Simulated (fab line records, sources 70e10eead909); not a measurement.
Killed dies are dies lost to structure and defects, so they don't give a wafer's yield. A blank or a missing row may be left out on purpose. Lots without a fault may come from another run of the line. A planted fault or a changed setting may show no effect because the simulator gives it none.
fab line records | flow nand_harc
record lots=6 wafers=18 last_day=33
route steps=1302 shown A_CHANNEL_HOLE_D2@606 A_CHANNEL_FILL_D2@610 END@1302
lots that met no fault: from a run of the same line without faults
start_h: hours from the record's first day to the start of the lot's first wafer shown | wait_h: hours since the lot's step before | " the same as in the row above | L1.1+2: a row that stands for several wafers | - no value, or no start given | * or withheld: withheld | < > ~ a bound
route shown NAME@n: a module of which the file shows steps, and the number in the route of the first | usual: mean/standard deviation of fault-free wafers | same: alike in all rows | chamber/n: place in a boat | sites: the reading at each site | _std_site: their standard deviation | _edge_site: outer sites' mean less inner sites' | radius_mm: how far each site lies from the wafer's centre | mask NAME#n: copy n | behind: the tool/chamber that last shaped the wafer | hold: why the lot was held/for how many hours/how that ended | device: the transistor (n, p or np) that didn't switch | end of line: the same wafers' tests at the end of the route | a step without rows: its recipe alone | killed: dies lost to structure and defects at the first sort, not the wafer's yield | map: a wafer's dies, x killed, . not, _ none there
set.NAME: the setting as run; set.NAME@STEP: as run at that earlier step | model.NAME: the simulator's own value behind a step, which no gauge read
lots at some steps of the route; a table a step, a row a wafer
services: from which hour (start_h, from the record's first day; less than 0 if before it) a tool's chamber was out of use, for how many hours, and why
## steps
# step NHARC_A_CHANNEL_HOLE_D2_SRD_30
# step NHARC_A_CHANNEL_HOLE_D2_CD_MEAS_31
# usual cd_nm=89.2/1.5
# columns lot.wafer tool chamber start_h wait_h cd_nm
L112.3 cd_sem-01 - 343.01 - 89.9
L112.4 " - " " 90.0
L112.6 " - " " 88.1
L111.1 cd_sem-03 - 347.19 - 92.2
L111.2 " - " " 88.5
L111.3 " - " " 90.4
L124.1 cd_sem-01 - 458.62 - 88.7
L124.2 " - " " 88.1
L124.6 " - " " 89.0
L126.2 cd_sem-02 - 467.69 - 90.2
L126.3 " - " " 89.5
L126.6 " - " " 89.9
L129.1 cd_sem-02 - 509.05 - 91.3
L129.2 " - " " 89.7
L129.6 " - " " 88.8
L130.2 cd_sem-01 - 516.04 - 87.6
L130.4 " - " " 87.0
L130.6 " - " " 87.3
# step NHARC_A_CHANNEL_HOLE_D2_XSEM_32
# recipe landing_energy_ev=35000
# usual bot_cd_nm=73.6/1.8 bow_nm=8.61/0.25 tilt_deg=0.06/0.037
# columns lot.wafer tool chamber start_h wait_h bot_cd_nm bow_nm tilt_deg
L112.3 xsem-01 0 343.10 0.1 74.3 8.40 0.02
L112.4 " 0 " " 73.8 8.37 0.02
L112.6 " 0 " " 72.3 8.33 0.01
L111.1 xsem-02 0 347.28 0.1 77.1 8.88 0.10
L111.2 " 0 " " 73.8 8.91 0.10
L111.3 " 0 " " 74.9 8.88 0.09
L124.1 xsem-02 0 458.73 0.1 72.7 8.54 0.04
L124.2 " 0 " " 72.7 8.59 0.04
L124.6 " 0 " " 73.6 8.57 0.04
L126.2 xsem-02 0 467.79 0.1 74.2 8.38 0.08
L126.3 " 0 " " 72.9 8.39 0.08
L126.6 " 0 " " 73.5 8.37 0.08
L129.1 xsem-01 0 509.13 0.1 74.9 8.84 0.16
L129.2 " 0 " " 73.3 8.73 0.16
L129.6 " 0 " " 71.9 8.82 0.16
L130.2 xsem-02 0 516.14 0.1 71.0 8.82 0.13
L130.4 " 0 " " 71.4 8.82 0.13
L130.6 " 0 " " 71.2 8.79 0.13
# step NHARC_A_CHANNEL_HOLE_D2_INSPECT_40
# usual raw_defect_count=276/79
# columns lot.wafer tool chamber start_h wait_h raw_defect_count
L112.3 defect_inspect-02 - 343.19 - 183
L112.4 " - " " 153
L112.6 " - " " 249
L111.1 defect_inspect-01 - 347.38 - 274
L111.2 " - " " 279
L111.3 " - " " 228
L124.1 defect_inspect-02 - 458.82 - 371
L124.2 " - " " 282
L124.6 " - " " 345
L126.2 defect_inspect-01 - 467.88 - 276
L126.3 " - " " 315
L126.6 " - " " 250
L129.1 defect_inspect-02 - 509.23 - 289
L129.2 " - " " 275
L129.6 " - " " 174
L130.2 defect_inspect-02 - 516.23 - 257
L130.4 " - " " 221
L130.6 " - " " 225
# step NHARC_A_CHANNEL_FILL_D2_PRECLEAN_00
# recipe time_s=* temp_c=50 bath_age_min=0 chemistry=SC1
# step NHARC_A_CHANNEL_FILL_D2_SRD_01
# step NHARC_A_CHANNEL_FILL_D2_ALD_02
# recipe target_thk_a=60 pulse_time_s=10 ald_cycles=60 temp_c=300 material=SiO2
# step NHARC_A_CHANNEL_FILL_D2_ALD_03
# recipe target_thk_a=60 pulse_time_s=60 ald_cycles=58 temp_c=630 pressure_torr=2 material=SiNx
# usual precursor_pulse_height_rel=1.000/0.019
# columns lot.wafer tool chamber start_h wait_h precursor_pulse_height_rel
L112.3 ald_sin_batch-03 0 - - 1.039
L112.4 " 0 " " 0.986
L112.6 " 0 " " 1.010
L111.1 ald_sin_batch-01 0 - - 1.025
L111.2 " 0 " " 0.978
L111.3 " 0 " " 0.989
L124.1 ald_sin_batch-01 0 - - 1.011
L124.2 " 0 " " 0.980
L124.6 " 0 " " 0.983
L126.2 ald_sin_batch-03 0 - - 0.954
L126.3 " 0 " " 0.998
L126.6 " 0 " " 0.986
L129.1 ald_sin_batch-02 0 - - 0.984
L129.2 " 0 " " 0.982
L129.6 " 0 " " 0.951
L130.2 ald_sin_batch-03 0 - - 1.005
L130.4 " 0 " " 0.996
L130.6 " 0 " " 1.005
# step NHARC_A_CHANNEL_FILL_D2_ALD_14
# recipe target_thk_a=25 pulse_time_s=10 ald_cycles=25 temp_c=300 material=SiO2
# usual heater_power_w=454/55 precursor_pulse_height_rel=1.000/0.022
# columns lot.wafer tool chamber start_h wait_h heater_power_w precursor_pulse_height_rel
L112.4 ald_hk-04 2 350.62 0.1 520 0.997
L112.3 " 3 " " 420 0.999
L112.6 " 1 " " 487 1.003
L111.2 ald_hk-04 2 354.65 0.1 522 1.002
L111.1 " 3 " " 427 1.017
L111.3 " 0 " " 530 1.012
L124.1 ald_hk-02 0 466.11 0.1 397 0.988
L124.2 " 1 " " 536 1.000
L124.6 " 0 " " 407 1.002
L126.3 ald_hk-04 0 475.02 0.0 530 0.948
L126.2 " 1 " " 477 1.017
L126.6 " 0 " " 554 1.017
L129.2 ald_hk-01 2 515.54 0.0 405 0.977
L129.1 " 1 " " 404 0.985
L129.6 " 3 " " 402 0.958
L130.2 ald_hk-04 1 523.43 0.0 462 1.020
L130.4 " 3 " " 430 1.019
L130.6 " 1 " " 478 1.009
# step NHARC_A_CHANNEL_FILL_D2_ALD_15
# recipe target_thk_a=20 pulse_time_s=60 ald_cycles=19 temp_c=630 pressure_torr=2 material=SiNx
# usual precursor_pulse_height_rel=1.002/0.021
# columns lot.wafer tool chamber start_h wait_h precursor_pulse_height_rel
L112.3 ald_sin_batch-03 0 - - 1.000
L112.4 " 0 " " 1.019
L112.6 " 0 " " 0.991
L111.1 ald_sin_batch-01 0 357.93 3.1 0.994
L111.2 " 0 " " 0.994
L111.3 " 0 " " 0.979
L124.1 ald_sin_batch-02 0 - - 1.013
L124.2 " 0 " " 1.013
L124.6 " 0 " " 0.979
L126.2 ald_sin_batch-03 0 - - 1.008
L126.3 " 0 " " 0.992
L126.6 " 0 " " 1.005
L129.1 ald_sin_batch-02 0 - - 1.029
L129.2 " 0 " " 1.044
L129.6 " 0 " " 1.018
L130.2 ald_sin_batch-03 0 - - 1.032
L130.4 " 0 " " 0.978
L130.6 " 0 " " 0.970
# step NHARC_A_CHANNEL_FILL_D2_ALD_16
# recipe target_thk_a=15 pulse_time_s=10 ald_cycles=15 temp_c=300 material=SiO2
# usual heater_power_w=454/54 precursor_pulse_height_rel=0.999/0.019
# columns lot.wafer tool chamber start_h wait_h heater_power_w precursor_pulse_height_rel
L112.4 ald_hk-01 0 355.79 0.1 427 1.021
L112.3 " 1 " " 409 1.022
L112.6 " 0 " " 434 0.975
L111.1 ald_hk-04 3 360.00 0.0 422 1.009
L111.3 " 0 " " 530 0.962
L111.2 " 1 " " 499 1.002
L124.1 ald_hk-01 0 471.29 0.1 433 1.007
L124.2 " 1 " " 411 1.010
L124.6 " 0 " " 437 0.976
L126.2 ald_hk-04 1 480.23 0.0 484 0.990
L126.3 " 2 " " 507 0.985
L126.6 " 2 " " 490 1.019
L129.1 ald_hk-04 2 520.86 0.2 517 1.019
L129.2 " 1 " " 457 0.987
L129.6 " 2 " " 506 0.993
L130.4 ald_hk-04 3 528.63 0.0 428 1.011
L130.2 " 1 " " 462 0.983
L130.6 " 0 " " 544 0.988
# step NHARC_A_CHANNEL_FILL_D2_ANNEAL_17
# recipe temp_c=850 time_s=1800
# step NHARC_A_CHANNEL_FILL_D2_CVD_18
# recipe target_thk_a=30 temp_c=550 material=poly-Si
# usual spike_tc_bottom_C=572/4.2 spike_tc_centre_C=549.9/1
# columns lot.wafer tool chamber start_h wait_h spike_tc_bottom_C spike_tc_centre_C
L112.3 lpcvd_poly-01 - 365.62 - - -
L112.4 " - " " - -
L112.6 " - " " - -
L111.1 lpcvd_poly-04 - 369.95 - - -
L111.2 " - " " - -
L111.3 " - " " - -
L124.1 lpcvd_poly-04 0 480.54 - 570 549.1
L124.2 " 0 " " 571 549.1
L124.6 " 0 " " 571 548.1
L126.2 lpcvd_poly-04 0 490.67 - 569 549.4
L126.3 " 0 " " 571 551.0
L126.6 " 0 " " 568 548.7
L129.1 lpcvd_poly-04 0 530.00 - 570 549.2
L129.2 " 0 " " 571 549.7
L129.6 " 0 " " 572 549.6
L130.2 lpcvd_poly-04 0 539.42 - 570 550.3
L130.4 " 0 " " 569 548.6
L130.6 " 0 " " 569 549.3
# step NHARC_A_CHANNEL_FILL_D2_ETCHBACK_19
# recipe target_depth_a=50 time_s=1.7 hbr_flow_sccm=150 cl2_flow_sccm=50 rf_w=400 icp_w=400 bias_w=100 chemistry=HBr/Cl2
# step NHARC_END_SORT_01
# recipe temp_c=25
# usual killed_at_array=59/20 killed_at_other=0.8/1 killed_at_periphery=3.2/2.1 killed_dies=63/21 killed_open=3.0/1.9 killed_short=2.3/1.5
# same gross_dies=677
# columns lot.wafer tool chamber start_h wait_h killed_at_array killed_at_other killed_at_periphery killed_dies killed_open killed_short
L112.3 prober-02 0 599.21 3.1 674 2 1 677 2 1
L112.4 prober-02 0 600.01 3.4 672 0 5 677 3 2
L112.6 prober-02 0 601.60 4.0 673 0 4 677 4 2
L111.1 prober-01 0 605.38 2.5 671 1 5 677 2 2
L111.2 prober-01 0 606.17 2.8 671 0 6 677 4 3
L111.3 prober-01 0 606.96 3.1 673 0 4 677 4 2
L126.2 prober-01 0 744.98 2.8 75 3 3 81 5 5
L126.3 prober-01 0 745.78 3.1 82 2 1 85 6 1
# killed by level:class
L112.3 A_CHANNEL_FILL_D2:area_cvd=650 A_CHANNEL_HOLE_D2:chamber_film_flake=8 A_CHANNEL_HOLE_D1:chamber_film_flake=3 A_CHANNEL_FILL_D2:chamber_film_flake=3 A_WL_FILL:chamber_film_flake=3 A_DECK1_JOINT:chamber_film_flake=2 THIN_TSV:chamber_film_flake=2 P_M0:geometric_particle:short=1
L112.4 A_CHANNEL_FILL_D2:area_cvd=645 A_CHANNEL_HOLE_D2:chamber_film_flake=8 A_CONTACT:chamber_film_flake=6 A_CHANNEL_HOLE_D1:chamber_film_flake=4 P_STI:chamber_film_flake=3 A_STAIRCASE:chamber_film_flake=2 P_M1:geometric_particle:open=1 A_DECK1_JOINT:geometric_particle:open=1
L112.6 A_CHANNEL_FILL_D2:area_cvd=649 A_CHANNEL_HOLE_D1:chamber_film_flake=7 A_CHANNEL_HOLE_D2:chamber_film_flake=7 A_CHANNEL_FILL_D2:geometric_particle:open=2 P_GATE:chamber_film_flake=2 A_CONTACT:chamber_film_flake=2 P_GATE:geometric_particle:short=1 P_CONTACT:geometric_particle:open=1
L111.1 A_CHANNEL_FILL_D2:area_cvd=654 A_CHANNEL_HOLE_D2:chamber_film_flake=11 P_M1:chamber_film_flake=4 P_M0:geometric_particle:open=1 A_CHANNEL_FILL_D1:geometric_particle:short=1 A_ONON_D2:geometric_particle:open=1 A_STAIRCASE:geometric_particle:short=1 A_CHANNEL_HOLE_D1:chamber_film_flake=1
L111.2 A_CHANNEL_FILL_D2:area_cvd=647 A_CHANNEL_HOLE_D2:chamber_film_flake=11 P_M1:chamber_film_flake=4 A_CONTACT:chamber_film_flake=3 A_STAIRCASE:chamber_film_flake=2 P_CONTACT:geometric_particle:short=1 A_SOURCE_PLATE:geometric_particle:open=1 A_ONON_D1:geometric_particle:short=1
L111.3 A_CHANNEL_FILL_D2:area_cvd=650 A_CHANNEL_HOLE_D2:chamber_film_flake=13 A_DECK1_JOINT:chamber_film_flake=2 A_STAIRCASE:chamber_film_flake=2 P_CONTACT:geometric_particle:open=1 P_M1:geometric_particle:open=1 A_SOURCE_PLATE:geometric_particle:open=1 A_ONON_D1:geometric_particle:short=1
L126.2 A_SLIT:chamber_film_flake=31 A_CHANNEL_HOLE_D2:chamber_film_flake=15 A_CHANNEL_HOLE_D1:chamber_film_flake=14 A_STAIRCASE:chamber_film_flake=3 A_CONTACT:chamber_film_flake=3 A_ONON_D2:geometric_particle:open=2 THIN_TSV:chamber_film_flake=2 P_STI:geometric_particle:open=1
L126.3 A_SLIT:chamber_film_flake=29 A_CHANNEL_HOLE_D1:chamber_film_flake=21 A_CHANNEL_HOLE_D2:chamber_film_flake=17 A_CONTACT:chamber_film_flake=3 A_ZERO_WELL:chamber_film_flake=2 A_STAIRCASE:chamber_film_flake=2 THIN_TSV:chamber_film_flake=2 P_GATE:geometric_particle:open=1
# map L111.1 (x killed, . not)
____________x____________
_________xxxxxxx_________
_______xxxxxxxxxxx_______
______xxxxxxxxxxxxx______
_____xxxxxxxxxxxxxxx_____
____xxxxxxxxxxxxxxxxx____
____xxxxxxxxxxxxxxxxx____
___xxxxxxxxxxxxxxxxxxx___
___xxxxxxxxxxxxxxxxxxx___
__xxxxxxxxxxxxxxxxxxxxx__
__xxxxxxxxxxxxxxxxxxxxx__
_xxxxxxxxxxxxxxxxxxxxxxx_
_xxxxxxxxxxxxxxxxxxxxxxx_
_xxxxxxxxxxxxxxxxxxxxxxx_
_xxxxxxxxxxxxxxxxxxxxxxx_
_xxxxxxxxxxxxxxxxxxxxxxx_
xxxxxxxxxxxxxxxxxxxxxxxxx
xxxxxxxxxxxxxxxxxxxxxxxxx
xxxxxxxxxxxxxxxxxxxxxxxxx
xxxxxxxxxxxxxxxxxxxxxxxxx
xxxxxxxxxxxxxxxxxxxxxxxxx
_xxxxxxxxxxxxxxxxxxxxxxx_
_xxxxxxxxxxxxxxxxxxxxxxx_
_xxxxxxxxxxxxxxxxxxxxxxx_
_xxxxxxxxxxxxxxxxxxxxxxx_
_xxxxxxxxxxxxxxxxxxxxxxx_
__xxxxxxxxxxxxxxxxxxxxx__
__xxxxxxxxxxxxxxxxxxxxx__
___xxxxxxxxxxxxxxxxxxx___
___xxxxxxxxxxxxxxxxxxx___
____xxxxxxxxxxxxxxxxx____
____xxxxxxxxxxxxxxxxx____
_____xxxxxxxxxxxxxxx_____
______xxxxxxxxxxxxx______
_______xxxxxxxxxxx_______
_________xxxxxxx_________
____________x____________
# map L112.3 (x killed, . not)
____________x____________
_________xxxxxxx_________
_______xxxxxxxxxxx_______
______xxxxxxxxxxxxx______
_____xxxxxxxxxxxxxxx_____
____xxxxxxxxxxxxxxxxx____
____xxxxxxxxxxxxxxxxx____
___xxxxxxxxxxxxxxxxxxx___
___xxxxxxxxxxxxxxxxxxx___
__xxxxxxxxxxxxxxxxxxxxx__
__xxxxxxxxxxxxxxxxxxxxx__
_xxxxxxxxxxxxxxxxxxxxxxx_
_xxxxxxxxxxxxxxxxxxxxxxx_
_xxxxxxxxxxxxxxxxxxxxxxx_
_xxxxxxxxxxxxxxxxxxxxxxx_
_xxxxxxxxxxxxxxxxxxxxxxx_
xxxxxxxxxxxxxxxxxxxxxxxxx
xxxxxxxxxxxxxxxxxxxxxxxxx
xxxxxxxxxxxxxxxxxxxxxxxxx
xxxxxxxxxxxxxxxxxxxxxxxxx
xxxxxxxxxxxxxxxxxxxxxxxxx
_xxxxxxxxxxxxxxxxxxxxxxx_
_xxxxxxxxxxxxxxxxxxxxxxx_
_xxxxxxxxxxxxxxxxxxxxxxx_
_xxxxxxxxxxxxxxxxxxxxxxx_
_xxxxxxxxxxxxxxxxxxxxxxx_
__xxxxxxxxxxxxxxxxxxxxx__
__xxxxxxxxxxxxxxxxxxxxx__
___xxxxxxxxxxxxxxxxxxx___
___xxxxxxxxxxxxxxxxxxx___
____xxxxxxxxxxxxxxxxx____
____xxxxxxxxxxxxxxxxx____
_____xxxxxxxxxxxxxxx_____
______xxxxxxxxxxxxx______
_______xxxxxxxxxxx_______
_________xxxxxxx_________
____________x____________
## services
# columns tool chamber start_h hours kind
ald_hk-02 0 356.77 10.0 vent_cycle
ald_hk-02 1 356.77 10.0 vent_cycle
ald_hk-02 2 356.77 10.0 vent_cycle
ald_hk-02 0 366.77 - clean
ald_hk-02 1 366.77 - clean
ald_hk-02 2 366.77 - clean
xsem-01 - 374.00 14.0 pm
ald_hk-04 1 435.80 10.0 vent_cycle
ald_hk-04 2 435.80 10.0 vent_cycle
ald_hk-04 0 445.80 - clean
ald_hk-04 1 445.80 - clean
ald_hk-04 2 445.80 - clean
ald_hk-04 3 445.80 - clean
ald_hk-01 - 482.47 10.0 pm
ald_hk-01 0 482.47 10.0 vent_cycle
ald_hk-01 1 482.47 10.0 vent_cycle
ald_hk-01 2 482.47 10.0 vent_cycle
ald_hk-01 3 482.47 10.0 vent_cycle
ald_hk-01 0 492.47 - clean
ald_hk-01 1 492.47 - clean
ald_hk-01 2 492.47 - clean
ald_hk-01 3 492.47 - clean
ald_sin_batch-01 - 506.00 26.0 pm
ald_hk-02 - 534.77 10.0 pm
## key
first_sign step=NHARC_A_CHANNEL_FILL_D2_CVD_18 reading=tool_record direction=missing
effect step=NHARC_END_SORT_01 reading=killed_at_array direction=up sigmas=30 usual=59 struck=672
more_kills_born_at NHARC_A_CHANNEL_FILL_D2_CVD_18@lpcvd_poly-04=1951 NHARC_A_CHANNEL_FILL_D2_CVD_18@lpcvd_poly-01=1944
met_at NHARC_A_CHANNEL_FILL_D2_CVD_18
struck_wafers L111.1,L111.2,L111.3,L112.3,L112.4,L112.6
later_rows_left_out L111.1,L111.2,L111.3,L112.3,L112.4,L112.6
tester_left_out L111,L112
fault kind=skipped_step_whole tool=lpcvd_poly-01,lpcvd_poly-04 chamber=- onset_h=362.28 steps=NHARC_A_CHANNEL_FILL_D2_CVD_18 scope=struck_lots_only
# tester_left_out: of these lots the tester's yield and bins aren't shown, on N5 and GAA mostly nor the transistor test; their killed dies are dies lost to structure and defects alone, not to doping, threshold or leakage, so they don't give the yield
# later_rows_left_out: the simulator's readings of these wafers behind a module that went badly wrong aren't trusted and aren't shown, but for the sort
